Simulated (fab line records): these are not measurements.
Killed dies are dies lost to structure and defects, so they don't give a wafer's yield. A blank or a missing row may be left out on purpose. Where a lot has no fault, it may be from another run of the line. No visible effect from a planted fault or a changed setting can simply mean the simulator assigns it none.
fab line records	flow n5_finfet
[record] lots = 7	wafers = 39
route steps=1938 shown BEOL_M13@1673 PASSIVATION@1915
start_h: hours from the record's first day to the start of the lot's first wafer shown	wait_h: time in hours since the lot's previous step	" unchanged from the row above	L1.1+2: a row that stands for several wafers	- no value, or no start was given	* or withheld: withheld	< > ~ a bound
route shown NAME@n: a module of which the file shows steps, and the number in the route of the first	usual: the fault-free wafers' mean and standard deviation	same: alike in all rows	chamber/n: place in a boat	sites: each site's reading	_std_site: their standard deviation	_edge_site: mean of outer sites minus mean of inner sites	radius_mm: how far each site lies from the wafer's centre	mask NAME#n: copy n	behind: the tool/chamber that last shaped the wafer	hold: why the lot went on hold/how many hours it stayed there/how the hold came to an end	device: the transistor (n, p or np) that didn't switch	end of line: the same wafers' tests at the end of the route	for a step that has no rows: nothing shown but its recipe	killed: count of dies lost to structure and defects at first sort (not the wafer's yield)	map: a wafer's dies, x killed, . not, _ none there
set.NAME: the setting the step ran with; set.NAME@STEP: the setting that earlier step ran with	model.NAME: the simulator's own value behind a step, which no gauge read
lots where settings were altered on purpose, with a table for each step and a row for each wafer
[[steps]]
[step N5_BEOL_M13_ETCH_59]
[recipe] chemistry = N2/H2	target = BARC	target_depth_a = 890	overetch_a = 267	time_s = 67.9	ion_energy_ev = 200	pressure_mtorr = 30	source_w = 840	bias_w = 150	n2_flow_sccm = 200	h2_flow_sccm = 200
lot.wafer	tool	chamber	start_h	wait_h	set.time_s	model.etch.depth_nm	model.coat_of_BEOL_M13_COAT_04.thk_nm
L075.1	rie_diel-01	1	250.98	0.0	67.9	88.69	318.4
L075.2	"	3	"	"	67.9	88.78	319
L075.3	"	0	"	"	67.9	88.63	319.8
L075.4	"	3	"	"	67.9	88.77	321.2
L075.5	"	1	"	"	67.9	88.78	318
L075.6	"	0	"	"	67.9	88.81	319.2
L077.1	rie_diel-04	1	271.94	0.0	43.17	74.75	340.4
L077.2	"	2	"	"	43.17	71.77	341.4
L077.3	"	0	"	"	43.17	72.78	342.4
L077.4	"	1	"	"	67.9	89.21	317.6
L077.5	"	0	"	"	67.9	89.17	318.6
L077.6	"	2	"	"	67.9	89.13	320
L078.1	rie_diel-04	2	277.22	0.0	67.9	89.18	319.4
L078.2	"	0	"	"	67.9	89.3	318.4
L078.3	"	3	"	"	89.19	89.09	299.2
L078.4	"	2	"	"	89.19	88.9	298.2
L078.5	"	3	"	"	67.9	89.21	318.2
L078.6	"	0	"	"	89.19	88.96	298.2
L083.1	rie_diel-06	2	296.07	0.0	67.9	89.29	315.4
L083.2	"	3	"	"	88.64	89.28	294.2
L083.3	"	1	"	"	67.9	89.16	315.6
L083.4	"	0	"	"	88.64	89.23	301.2
L083.5	"	2	"	"	67.9	89.2	314.4
L083.6	"	3	"	"	88.64	89.01	294.8
L082.1	rie_diel-04	0	305.19	0.0	93.97	89.34	295.4
L082.2	"	3	"	"	93.97	89.25	295.6
L082.3	"	2	"	"	67.9	89.17	319.8
L082.4	"	1	"	"	67.9	89.36	314
L082.5	"	3	"	"	67.9	89.18	318
L082.6	"	2	"	"	93.97	89.3	296
L085.1	rie_diel-06	0	319.78	0.0	38.49	63.55	347.6
L085.2	"	3	"	"	67.9	89.31	316.4
L085.3	"	1	"	"	67.9	89.3	319.6
L085.4	"	2	"	"	67.9	89.34	315.4
L085.5	"	1	"	"	38.49	66.34	345.8
L085.6	"	0	"	"	38.49	63.5	348
L091.2	rie_diel-04	2	337.45	0.0	67.9	89.14	318.2
L091.5	"	1	"	"	67.9	89.2	313.2
L091.6	"	2	"	"	67.9	89.35	318.2
[step N5_BEOL_M13_VIA_ETCH_16]
[recipe] chemistry = C4F8/O2/Ar	target = SiOC	pressure_mtorr = 30	source_w = 3000	bias_w = 700	Ar_flow_sccm = 400	C4F8_flow_sccm = 15	O2_flow_sccm = 8	he_inner_torr = 15	he_outer_torr = 30	target_depth_a = 9217	time_s = withheld	ion_energy_ev = 250	ends = cleared
lot.wafer	tool	chamber	start_h	wait_h	set.time_s@BEOL_M13_ETCH_59	model.coat_of_BEOL_M13_COAT_04.thk_nm
L075.1	rie_diel-01	1	251.03	0.0	*	75.2
L075.2	"	3	"	"	*	74
L075.3	"	0	"	"	*	74.4
L075.4	"	3	"	"	*	69.4
L075.5	"	1	"	"	*	69.2
L075.6	"	0	"	"	*	71.4
L077.1	rie_diel-04	1	271.99	0.0	*	94.2
L077.2	"	2	"	"	*	96.6
L077.3	"	0	"	"	*	96.8
L077.4	"	1	"	"	*	66.4
L077.5	"	0	"	"	*	71
L077.6	"	2	"	"	*	72.2
L078.1	rie_diel-04	2	277.27	0.0	*	73.4
L078.2	"	0	"	"	*	75.4
L078.3	"	3	"	"	*	55.6
L078.4	"	2	"	"	*	48.4
L078.5	"	3	"	"	*	72.8
L078.6	"	0	"	"	*	49.6
L083.1	rie_diel-06	2	296.12	0.0	*	66.8
L083.2	"	3	"	"	*	44.4
L083.3	"	1	"	"	*	66.4
L083.4	"	0	"	"	*	49.2
L083.5	"	2	"	"	*	61.4
L083.6	"	3	"	"	*	42
L082.1	rie_diel-04	0	305.24	0.0	*	46.4
L082.2	"	3	"	"	*	45.6
L082.3	"	2	"	"	*	71
L082.4	"	1	"	"	*	57.2
L082.5	"	3	"	"	*	63.6
L082.6	"	2	"	"	*	41
L085.1	rie_diel-06	0	319.83	0.0	*	99.8
L085.2	"	3	"	"	*	70.8
L085.3	"	1	"	"	*	73
L085.4	"	2	"	"	*	64.2
L085.5	"	1	"	"	*	98
L085.6	"	0	"	"	*	99.4
L091.2	rie_diel-04	2	337.50	0.0	*	70
L091.5	"	1	"	"	*	64.2
L091.6	"	2	"	"	*	67
[step N5_BEOL_M13_STRIP_63]
[recipe] chemistry = N2/H2	power_w = 1000	temp_c = 250	h2_frac = 0.65	overash_fraction = 0.3	pressure_mtorr = 1000	n2_flow_sccm = 1750	h2_flow_sccm = 3250
[usual] strip_time_to_endpoint_s = 27.8/1.2
lot.wafer	tool	chamber	start_h	wait_h	set.time_s@BEOL_M13_ETCH_59	strip_time_to_endpoint_s
L075.1	plasma_asher-02	1	251.27	-	67.9	29.2
L075.2	"	0	"	"	67.9	28.8
L075.3	"	1	"	"	67.9	29.0
L075.4	"	0	"	"	67.9	27.5
L075.5	"	0	"	"	67.9	27.4
L075.6	"	1	"	"	67.9	28.1
L077.1	plasma_asher-01	1	272.23	-	43.17	34.6
L077.2	"	0	"	"	43.17	35.3
L077.3	"	0	"	"	43.17	35.3
L077.4	"	1	"	"	67.9	26.6
L077.5	"	1	"	"	67.9	28.0
L077.6	"	0	"	"	67.9	28.3
L078.1	plasma_asher-01	0	277.51	-	67.9	28.7
L078.2	"	1	"	"	67.9	29.3
L078.3	"	0	"	"	89.19	23.4
L078.4	"	1	"	"	89.19	21.1
L078.5	"	1	"	"	67.9	28.5
L078.6	"	0	"	"	89.19	21.5
L083.1	plasma_asher-01	0	296.36	-	67.9	26.7
L083.2	"	1	"	"	88.64	19.8
L083.3	"	0	"	"	67.9	26.6
L083.4	"	1	"	"	88.64	21.3
L083.5	"	0	"	"	67.9	25.1
L083.6	"	1	"	"	88.64	19.1
L082.1	plasma_asher-01	1	305.47	-	93.97	20.5
L082.2	"	0	"	"	93.97	20.2
L082.3	"	0	"	"	67.9	28.0
L082.4	"	1	"	"	67.9	23.8
L082.5	"	1	"	"	67.9	25.8
L082.6	"	0	"	"	93.97	18.7
L085.1	plasma_asher-02	1	320.25	-	38.49	36.1
L085.2	"	0	"	"	67.9	27.9
L085.3	"	1	"	"	67.9	28.6
L085.4	"	0	"	"	67.9	25.9
L085.5	"	0	"	"	38.49	35.7
L085.6	"	1	"	"	38.49	36.1
L091.2	plasma_asher-02	0	337.74	-	67.9	27.7
L091.5	"	0	"	"	67.9	25.9
L091.6	"	1	"	"	67.9	26.8
[step N5_BEOL_M13_STRIP_64]
[recipe] chemistry = N2/H2	power_w = 1000	temp_c = 250	h2_frac = 0.65	overash_fraction = 0.3	pressure_mtorr = withheld	n2_flow_sccm = 1750	h2_flow_sccm = 3250
[step N5_BEOL_M13_STRIP_71]
[recipe] chemistry = post_etch_residue_remover	time_s = 60	temp_c = 25	remover_ph = withheld	remover_water_wt_pct = withheld	remover_fluoride_wt_pct = withheld
[step N5_BEOL_M13_SRD_72]
[recipe] time_s = 30	temp_c = 23	rinse_liquid = diw	dry = n2_spin	spin_rpm = 1500	dry_time_s = 30
[step N5_BEOL_M13_CD_MEAS_17]
[recipe] target_cd_nm = 190	polarity = opening
[usual] cd_nm = 190.0/1.7
lot.wafer	tool	chamber	start_h	wait_h	set.time_s@BEOL_M13_ETCH_59	cd_nm
L075.1	cd_sem-01	-	251.48	0.0	67.9	190.4
L075.2	"	-	"	"	67.9	187.9
L075.3	"	-	"	"	67.9	188.7
L075.4	"	-	"	"	67.9	188.2
L075.5	"	-	"	"	67.9	190.2
L075.6	"	-	"	"	67.9	185.8
L077.1	cd_sem-03	-	272.44	0.0	43.17	185.9
L077.2	"	-	"	"	43.17	183.4
L077.3	"	-	"	"	43.17	184.8
L077.4	"	-	"	"	67.9	190.4
L077.5	"	-	"	"	67.9	190.0
L077.6	"	-	"	"	67.9	188.1
L078.1	cd_sem-01	-	277.71	0.0	67.9	190.8
L078.2	"	-	"	"	67.9	190.8
L078.3	"	-	"	"	89.19	192.7
L078.4	"	-	"	"	89.19	194.3
L078.5	"	-	"	"	67.9	191.2
L078.6	"	-	"	"	89.19	194.7
L083.1	cd_sem-01	-	296.57	0.0	67.9	192.6
L083.2	"	-	"	"	88.64	195.3
L083.3	"	-	"	"	67.9	190.8
L083.4	"	-	"	"	88.64	196.2
L083.5	"	-	"	"	67.9	194.1
L083.6	"	-	"	"	88.64	195.2
L082.1	cd_sem-02	-	305.68	0.0	93.97	194.3
L082.2	"	-	"	"	93.97	195.2
L082.3	"	-	"	"	67.9	187.5
L082.4	"	-	"	"	67.9	187.1
L082.5	"	-	"	"	67.9	186.5
L082.6	"	-	"	"	93.97	193.1
L085.1	cd_sem-01	-	320.46	0.0	38.49	186.5
L085.2	"	-	"	"	67.9	189.3
L085.3	"	-	"	"	67.9	189.4
L085.4	"	-	"	"	67.9	192.5
L085.5	"	-	"	"	38.49	185.9
L085.6	"	-	"	"	38.49	186.8
L091.2	cd_sem-02	-	337.95	0.0	67.9	191.5
L091.5	"	-	"	"	67.9	190.2
L091.6	"	-	"	"	67.9	191.4
[step N5_PASSIVATION_PECVD_53]
[recipe] material = SiO2	target_thk_a = 8000	temp_c = 400	precursor = TEOS/O2	pressure_torr = 6.5	rf_w = withheld	teos_flow_sccm = withheld	gas = O2	flow_sccm = 2650	time_s = 169.4
lot.wafer	tool	chamber	start_h	wait_h	set.time_s	model.SiO2_of_PASSIVATION_PECVD_53.thk_nm
L075.1	pecvd-02	1	281.22	0.0	226	1067
L075.2	"	2	"	"	226	1051
L075.3	"	0	"	"	169.4	790.8
L075.4	"	0	"	"	169.4	805.2
L075.5	"	1	"	"	169.4	809
L075.6	"	2	"	"	226	1085
L077.1	pecvd-04	1	298.93	0.0	169.4	793
L077.2	"	0	"	"	169.4	784.6
L077.3	"	2	"	"	169.4	793.8
L077.4	"	0	"	"	169.4	795.4
L077.5	"	1	"	"	169.4	800.6
L077.6	"	2	"	"	169.4	813.8
L078.1	pecvd-02	0	305.29	0.0	268.2	1261
L078.2	"	1	"	"	268.2	1278
L078.3	"	2	"	"	268.2	1258
L078.4	"	2	"	"	169.4	810
L078.5	"	1	"	"	169.4	815.8
L078.6	"	0	"	"	169.4	812
L083.1	pecvd-02	1	328.48	0.0	169.4	798.8
L083.2	"	2	"	"	169.4	783.6
L083.3	"	0	"	"	169.4	787.2
L083.4	"	0	"	"	169.4	791.2
L083.5	"	1	"	"	169.4	801.8
L083.6	"	2	"	"	169.4	791.6
L082.1	pecvd-04	1	338.12	0.0	169.4	799.2
L082.2	"	0	"	"	169.4	784.2
L082.3	"	2	"	"	169.4	801.6
L082.4	"	1	"	"	169.4	810
L082.5	"	2	"	"	169.4	819.6
L082.6	"	0	"	"	169.4	800.8
L085.1	pecvd-03	1	357.46	0.0	97.37	466
L085.2	"	2	"	"	169.4	782.2
L085.3	"	0	"	"	97.37	454.6
L085.4	"	0	"	"	169.4	812.4
L085.5	"	1	"	"	169.4	815.6
L085.6	"	2	"	"	97.37	454.2
L091.2	pecvd-02	2	378.90	0.0	169.4	796.8
L091.5	"	1	"	"	169.4	797.8
L091.6	"	2	"	"	169.4	821
[[key]]
[split] step = N5_BEOL_M13_ETCH_59	setting = time_s	stated = 67.9	by = wafer
[response] step = N5_BEOL_M13_ETCH_59	reading = model.etch.depth_nm	shape = bent	at_lowest = 64.46	at_stated = 89.11	at_highest = 89.3
[response] step = N5_BEOL_M13_ETCH_59	reading = model.coat_of_BEOL_M13_COAT_04.thk_nm	change = -0.629	per = 1%	r = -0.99
[response] step = N5_BEOL_M13_VIA_ETCH_16	reading = model.coat_of_BEOL_M13_COAT_04.thk_nm	change = -0.652	per = 1%	r = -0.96
[response] step = N5_BEOL_M13_STRIP_63	reading = strip_time_to_endpoint_s	change = *	per = 1%	r = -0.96
[response] step = N5_BEOL_M13_CD_MEAS_17	reading = cd_nm	change = +0.123	per = 1%	r = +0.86
[split] step = N5_PASSIVATION_PECVD_53	setting = time_s	stated = 169.4	by = wafer
[response] step = N5_PASSIVATION_PECVD_53	reading = model.SiO2_of_PASSIVATION_PECVD_53.thk_nm	change = +7.9	per = 1%	r = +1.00
